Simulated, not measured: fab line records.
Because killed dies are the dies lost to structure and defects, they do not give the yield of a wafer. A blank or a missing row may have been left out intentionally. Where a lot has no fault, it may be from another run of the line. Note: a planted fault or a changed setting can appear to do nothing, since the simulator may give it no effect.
Chamber matching -- flow n5_finfet -- N5_BEOL_M11_ETCH_62 on rie_diel-04 has 4 sister chambers
The step etches SOC in N2/H2, target depth 110 nm, overetch 22 nm, time 165 s. 22 wafers are shown with their chamber, then 11 later ones without.

## EACH WAFER AND ITS CHAMBER
wafer,chamber,showerhead_plenum_p_Torr (Torr),drypump_motor_current_A (A),throttle_valve_pct (%)
L076.2,1,2.55,5.2,18.02
L076.4,3,2.68,5.9,17.40
L076.6,0,2.42,5.1,18.08
L080.1,0,2.42,5.2,18.11
L080.3,3,2.68,5.9,17.40
L080.4,3,2.68,5.8,17.42
L081.2,0,2.41,5.1,18.14
L081.4,0,2.42,5.1,18.12
L081.6,1,2.54,5.2,18.02
L087.4,0,2.41,5.1,18.15
L087.5,2,2.49,6.1,17.61
L087.6,3,2.67,5.9,17.44
L088.1,0,2.41,5.2,18.15
L088.2,2,2.49,6.1,17.62
L088.6,2,2.49,6.1,17.61
L089.1,3,2.67,5.9,17.47
L089.3,1,2.53,5.2,18.04
L089.5,1,2.53,5.2,18.06
L091.1,1,2.54,5.2,18.05
L091.5,2,2.49,6.1,17.62
L091.6,1,2.54,5.2,18.04
L093.1,3,2.67,5.9,17.45

SIGNATURES (averages over the wafers above)
reading,chamber 0,chamber 1,chamber 2,chamber 3,scatter within a chamber
showerhead_plenum_p_Torr,2.4150,2.5383,2.4900,2.6750,0.00569
drypump_motor_current_A,5.133,5.200,6.100,5.883,0.0347
throttle_valve_pct,18.1250,18.0383,17.6150,17.4300,0.0225
Rule: a wafer's distance from a chamber is the root of the sum, over the readings, of the square of ((its reading less the chamber's mean) divided by the reading's scatter). The wafer belongs to the nearest chamber; if the next one is less than 2 further off, it can't be placed. The scatter is the square root of a quotient: the sum, over the shown wafers, of each reading's squared deviation from its chamber's mean, divided by wafers minus chambers.

## WAFERS WHOSE CHAMBER IS MISSING
wafer,showerhead_plenum_p_Torr (Torr),drypump_motor_current_A (A),throttle_valve_pct (%)
L093.3,2.49,6.1,17.63
L093.5,2.53,5.2,18.07
L096.1,2.67,5.9,17.47
L096.3,2.41,5.1,18.15
L096.5,2.41,5.2,18.16
L092.1,2.48,6.1,17.62
L092.3,2.67,5.9,17.44
L092.6,2.53,5.2,18.06
L097.2,2.48,6.1,17.64
L097.3,2.53,5.2,18.08
L097.4,2.40,5.1,18.17

## EACH ONE'S CHAMBER
wafer,from the rows above,in truth
L093.3,2,2
L093.5,1,1
L096.1,3,3
L096.3,0,0
L096.5,0,0
L092.1,2,2
L092.3,3,3
L092.6,1,1
L097.2,2,2
L097.3,1,1
L097.4,0,0
Correct placement for 11 of the 11. Number that these rows cannot place: 0. 0 placed wrongly.
